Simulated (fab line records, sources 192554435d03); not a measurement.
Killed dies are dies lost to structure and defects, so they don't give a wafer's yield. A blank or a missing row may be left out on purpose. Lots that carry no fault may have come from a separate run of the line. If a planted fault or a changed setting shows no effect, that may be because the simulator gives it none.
Matching of chambers -- flow n5_finfet -- ald_metal-04 running N5_HKMG_FIN_ALD_21: 4 sister chambers
The step deposits TiN, target thk 1.5 nm, pulse time 1 s, purge time 3 s. 4 wafers are shown with their chamber, then 7 later ones without.

WAFERS WITH THEIR CHAMBER
wafer,chamber,heater_power_w (W)
L084.1,1,905
L088.2,0,885
L094.1,3,798
L094.2,2,991

WAFERS MISSING THEIR CHAMBER
wafer,heater_power_w (W)
L094.3,930
L094.4,902
L094.5,980
L094.6,796
L097.3,988
L097.4,887
L097.6,910

WHICH CHAMBER EACH ONE RAN IN
wafer,from the rows above,in truth
L094.3,can't be placed: 1 or 0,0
L094.4,can't be placed: 1 or 0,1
L094.5,2,2
L094.6,3,3
L097.3,2,2
L097.4,can't be placed: 0 or 1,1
L097.6,can't be placed: 1 or 0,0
Correctly placed: 3 of 7. Not placeable from these rows: 4 (in 4, the candidates include the true chamber). 0 placed wrongly.
How it was worked out, from the rows above alone: a wafer's distance from a chamber is the root of the sum, over the readings, of the square of ((its reading less the chamber's mean) divided by the reading's scatter). The wafer belongs to the nearest chamber; if the next one is less than 2 further off, it can't be placed. For every chamber, the mean is computed from those of its wafers that are shown. The scatter (one wafer shown for each chamber): square how far every hidden wafer sits from the nearest shown wafer, average those squares and take the square root.
